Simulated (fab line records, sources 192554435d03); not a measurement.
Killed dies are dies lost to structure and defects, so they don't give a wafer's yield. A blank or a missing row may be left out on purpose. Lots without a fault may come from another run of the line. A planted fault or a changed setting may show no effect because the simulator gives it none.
Chamber matching | flow n5_finfet | N5_BEOL_M5_ETCH_72 on rie_diel-04: 4 sister chambers
The step etches underlayer in N2/H2, target depth 6.5 nm, time 5.2 s. 14 wafers are shown with their chamber, then 7 later ones without.

WAFERS WITH THEIR CHAMBER
wafer  | chamber | throttle_valve_pct (%) | drypump_motor_current_A (A) | oes_product_au (a.u.)
L076.2 | 3       | 18.25                  | 5.9                         | 0.60
L076.5 | 1       | 18.00                  | 5.4                         | 0.62
L076.6 | 0       | 17.43                  | 5.6                         | 0.79
L081.1 | 1       | 18.04                  | 5.4                         | 0.63
L081.4 | 0       | 17.42                  | 5.6                         | 0.77
L081.6 | 3       | 18.24                  | 5.8                         | 0.59
L087.1 | 1       | 18.01                  | 5.3                         | 0.63
L087.5 | 2       | 17.68                  | 5.2                         | 0.72
L087.6 | 3       | 18.27                  | 5.9                         | 0.60
L089.2 | 2       | 17.68                  | 5.2                         | 0.72
L089.4 | 1       | 18.03                  | 5.4                         | 0.62
L089.5 | 3       | 18.26                  | 5.9                         | 0.59
L091.2 | 0       | 17.47                  | 5.6                         | 0.76
L091.3 | 2       | 17.68                  | 5.2                         | 0.71

SIGNATURES (means of the wafers above)
reading                 | chamber 0 | chamber 1 | chamber 2 | chamber 3 | scatter within a chamber
throttle_valve_pct      | 17.4400   | 18.0200   | 17.6800   | 18.2550   | 0.017
drypump_motor_current_A | 5.600     | 5.375     | 5.200     | 5.875     | 0.0387
oes_product_au          | 0.7733    | 0.6250    | 0.7167    | 0.5950    | 0.00856
Rule: a wafer's distance from a chamber is the root of the sum, over the readings, of the square of ((its reading less the chamber's mean) divided by the reading's scatter). The wafer belongs to the nearest chamber; if the next one is less than 2 further off, it can't be placed. The scatter: the root of (the sum of the squares of (reading less its chamber's mean) over the shown wafers, divided by (wafers less chambers)).

WAFERS WITHOUT THEIR CHAMBER
wafer  | throttle_valve_pct (%) | drypump_motor_current_A (A) | oes_product_au (a.u.)
L091.6 | 17.49                  | 5.6                         | 0.75
L094.1 | 17.72                  | 5.3                         | 0.71
L094.5 | 17.72                  | 5.3                         | 0.71
L094.6 | 18.06                  | 5.4                         | 0.61
L096.1 | 17.73                  | 5.2                         | 0.70
L096.3 | 18.06                  | 5.3                         | 0.60
L096.4 | 17.51                  | 5.6                         | 0.76

WHICH CHAMBER EACH WENT THROUGH
wafer  | from the rows above | in truth
L091.6 | 0                   | 0
L094.1 | 2                   | 2
L094.5 | 2                   | 2
L094.6 | 1                   | 1
L096.1 | 2                   | 2
L096.3 | 1                   | 1
L096.4 | 0                   | 0
Placed correctly: 7 of 7. Can't be placed from these rows: 0. Placed wrongly: 0.
